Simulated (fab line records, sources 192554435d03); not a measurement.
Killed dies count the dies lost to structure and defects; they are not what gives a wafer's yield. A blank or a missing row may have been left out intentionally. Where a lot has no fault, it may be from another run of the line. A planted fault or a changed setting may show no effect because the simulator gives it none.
Matching of chambers + flow n5 finfet + N5_BEOL_M4_ALD_84 on ald metal-04: 4 sister chambers
The step deposits TaN, pulse time 2 s, purge time 3 s, co reactant purge time 2 s. 14 wafers are shown with their chamber, then 7 later ones without.

== WAFERS PAIRED WITH THEIR CHAMBERS ==
| wafer  | chamber | heater power w (W) |
|--------|---------|--------------------|
| L075.1 | 3       | 375                |
| L075.2 | 0       | 381                |
| L075.4 | 1       | 383                |
| L079.1 | 1       | 374                |
| L079.2 | 2       | 417                |
| L079.4 | 0       | 396                |
| L080.2 | 1       | 374                |
| L080.4 | 3       | 374                |
| L080.5 | 0       | 390                |
| L087.1 | 2       | 418                |
| L087.2 | 3       | 374                |
| L087.5 | 1       | 382                |
| L089.1 | 2       | 429                |
| L089.3 | 3       | 381                |

SIGNATURES (averages over the wafers above)
| reading        | chamber 0 | chamber 1 | chamber 2 | chamber 3 | scatter within a chamber |
|----------------|-----------|-----------|-----------|-----------|--------------------------|
| heater power w | 389.00    | 378.25    | 421.33    | 376.00    | 5.56                     |
Rule: a wafer's distance from a chamber is the root of the sum, over the readings, of the square of ((its reading less the chamber's mean) divided by the reading's scatter). The wafer belongs to the nearest chamber; if the next one is less than 2 further off, it can't be placed. The scatter is the square root of a quotient: the sum, over the shown wafers, of each reading's squared deviation from its chamber's mean, divided by wafers minus chambers.

== WAFERS WITHOUT THEIR CHAMBER ==
| wafer  | heater power w (W) |
|--------|--------------------|
| L089.4 | 382                |
| L091.1 | 384                |
| L091.4 | 377                |
| L091.5 | 393                |
| L094.2 | 418                |
| L094.3 | 376                |
| L094.6 | 413                |

== WHICH CHAMBER EACH ONE RAN IN ==
| wafer  | from the rows above          | in truth |
|--------|------------------------------|----------|
| L089.4 | can't be placed: 1 or 3 or 0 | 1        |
| L091.1 | can't be placed: 0 or 1 or 3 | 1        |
| L091.4 | can't be placed: 3 or 1 or 0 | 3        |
| L091.5 | can't be placed: 0 or 1      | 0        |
| L094.2 | 2                            | 2        |
| L094.3 | can't be placed: 3 or 1      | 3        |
| L094.6 | 2                            | 2        |
2 of 7 placed correctly. Unplaceable from these rows: 5, with the true chamber sitting among the candidates in 5. Number placed wrongly: 0.
